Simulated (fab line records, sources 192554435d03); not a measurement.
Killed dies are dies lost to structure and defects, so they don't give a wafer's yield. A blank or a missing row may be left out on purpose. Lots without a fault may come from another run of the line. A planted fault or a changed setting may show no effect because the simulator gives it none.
A struck lot beside a sound one | flow n5_finfet | 27 steps out of a route of 1938
Sound: wafers L892.1, L892.3, L892.4. Struck: wafers L886.2, L886.3, L886.6. The cause comes at the end.
At each step with rows: each side's tool, then ch and its chambers, then its first start. Under that, the readings that differ: sound wafers | struck wafers | difference of the means | sigmas: that difference in standard deviations of wafers without a fault.
alike: readings whose means differ by less than 2 such deviations, and words and numbers that are the same on both sides. not compared: withheld readings, readings that some wafer has no value for, bounds like >300 that may hide the same value, and numbers for which the record gives no deviation and whose values overlap.
The two part at a step that has a row with sigmas, a row that says differs or no value, or rows on one side only. Numbers that don't overlap but have no deviation are shown without sigmas and don't part them. A reading that every wafer of one side lacks parts them only if that side has two wafers or more.

first, 9 steps without rows for these wafers: N5_SD_EPI_P_EBR_05; N5_SD_EPI_P_SOFTBAKE_04 (time 60 s); N5_SD_EPI_P_EXPOSE_06 (exposes mask SD P BLK, target cd 240 nm); N5_SD_EPI_P_PEB_07 (peb time 60 s); N5_SD_EPI_P_DEVELOP_08 (develop time 30 s); N5_SD_EPI_P_DESCUM_14 (chemistry O2, time 7.9 s); N5_SD_EPI_P_ETCH_36 (etches SiARC in CF4, target depth 45.5 nm, time 75.8 s); N5_SD_EPI_P_ETCH_37 (etches SOC in N2/H2, overetch 108 nm, time 486 s); N5_SD_EPI_P_STRIP_38 (strips in N2/H2).
N5_SD_EPI_P_ETCHBACK_46: etches SiNx in CH3F/O2, stops on SiO2, target depth 17.5 nm.
  sound on rie_diel-01 ch 1,2,3, day 6 19:27; struck on rie_diel-03 ch 2,3, day 5 11:33
  no value came back on the struck wafers for any of 9 readings (CH3F_flow_sccm (sccm), O2_flow_sccm (sccm) and others); on the sound wafers CH3F_flow_sccm (sccm) reads 30.16 29.85 29.87
  reading                                     | sound        | struck       | difference | sigmas
  model.SiARC_of_SD_EPI_P_COAT_35.thk_nm (nm) | 15 14.6 14.8 | 20 19.6 20.2 | +5         |
then, 1 step without rows for these wafers: N5_SD_EPI_P_ETCH_47 (etches SiOCN in CH3F/O2, target depth 25 nm).
N5_SD_EPI_P_ETCH_16: etches SiO2 in CHF3/O2, target depth 5 nm.
  sound on rie_diel-01 ch 1,2,3, day 6 19:39; struck on rie_diel-03 ch 2,3, day 5 11:45
  reading                                     | sound          | struck       | difference | sigmas
  model.SiARC_of_SD_EPI_P_COAT_35.thk_nm (nm) | 11.4 11.2 11.2 | 16.6 16 16.6 | +5.1       |
  alike: drypump_motor_current_A, mfc_ar_sccm, oes_product_au, rf_vpp_V, showerhead_plenum_p_Torr, throttle_valve_pct
  not compared: rf_hours_counter_h
then, 8 steps without rows for these wafers: N5_SD_EPI_P_STRIP_50 (strips in CHF3/O2); N5_SD_EPI_P_SD_RECESS_17 (chemistry HBr/Cl2/O2, target depth 39.1 nm, bt time 3 s); N5_SD_EPI_P_WET_ETCH_45 (etches SiO2 in dHF, time 10.7 s, target depth 2 nm, rinse time 30 s); N5_SD_EPI_P_STRIP_40 (strips in N2/H2); N5_SD_EPI_P_PRECLEAN_52 (cleans in O3/DIW, time 60 s); N5_SD_EPI_P_SRD_20 (time 30 s); N5_SD_EPI_P_PRECLEAN_51 (cleans in NF3:NH3, afs cycles 1, time 20 s, sublimation time 60 s); N5_SD_EPI_P_VAPOR_ETCH_44 (etches SiGe30 in NF3/Ar, time 3.3 s).
N5_SD_EPI_P_EPI_21: deposits SiGe:B, time 355 s.
  sound on epi_rpcvd-03 ch 0, day 6 20:38; struck on epi_rpcvd-01 ch 0, day 5 13:05
  reading                                     | sound          | struck      | difference | sigmas
  model.SiGe-B_of_SD_EPI_P_EPI_21.thk_nm (nm) | 61.2 60.6 60.6 | 1.2 0.2 1.4 | -59.9      |
then, 2 steps without rows for these wafers: N5_SD_EPI_P_HM_STRIP_48 (strips SiNx in H3PO4, material SiNx, target depth 3 nm); N5_SD_EPI_P_SRD_49 (time 30 s).
N5_SD_EPI_P_PRECLEAN_24: cleans in O3/DIW, time 45 s.
  sound on wet_bench-02 ch 0,4,7, day 6 23:40; struck on wet_bench-02 ch 1,5,7, day 5 15:38
  reading                                     | sound          | struck      | difference | sigmas
  model.SiGe-B_of_SD_EPI_P_EPI_21.thk_nm (nm) | 60.8 60.2 60.2 | 1.2 0.2 1.4 | -59.5      |
then, 1 step without rows for these wafers: N5_SD_EPI_P_PRECLEAN_32 (cleans in dHF, time 10 s).
N5_BEOL_M4_RC_MEAS_101:
  the record has rows for the sound wafers here (prober-01 ch 0, day 11 09:43) and none for the struck ones
-- the record jumps here: 8 days lie between the struck wafers' starts before and after (it left off in module BEOL_M4 and takes up again in module PASSIVATION, whose first step shown is number 1936 of the route) --
N5_PASSIVATION_PROBE_49:
  sound on prober-01, day 15 10:08; struck on prober-02, day 13 21:56
  reading                  | sound          | struck         | difference | sigmas
  defect_limited_yield (%) | 92.0 90.8 95.4 | 0 0 0          | -93        | -62
  killed_at_contacts       | 6 8 13         | 39 16 21       | +16        | +2
  killed_at_front_end      | 40 51 16       | 1084 1106 1104 | +1062      | +99 or more
  killed_dies              | 94 108 54      | 1180 1180 1180 | +1095      | +64
  killed_on_rim            | 11 12 9        | 152 152 152    | +141       | +35
  killed_open              | 54 62 37       | 102 72 78      | +33        | +3
  sort_bin_5_function (%)  | 4.4 4.5 2.5    | 95.7 96.1 96.7 | +92.4      | +99 or more
  sort_n_pass              | 1086 1072 1126 | 0 0 0          | -1095      | -64
  sort_yield_pct (%)       | 92.0 90.8 95.4 | 0 0 0          | -93        | -66
  alike: killed_at_M0_to_M3, killed_at_M4_up, killed_at_other, killed_short, sort_bin_6_memory, sort_bin_8_speed

WHERE THEY PART
First at N5_SD_EPI_P_ETCHBACK_46; last, within this record, at N5_PASSIVATION_PROBE_49.

WHY: what the simulator had put in
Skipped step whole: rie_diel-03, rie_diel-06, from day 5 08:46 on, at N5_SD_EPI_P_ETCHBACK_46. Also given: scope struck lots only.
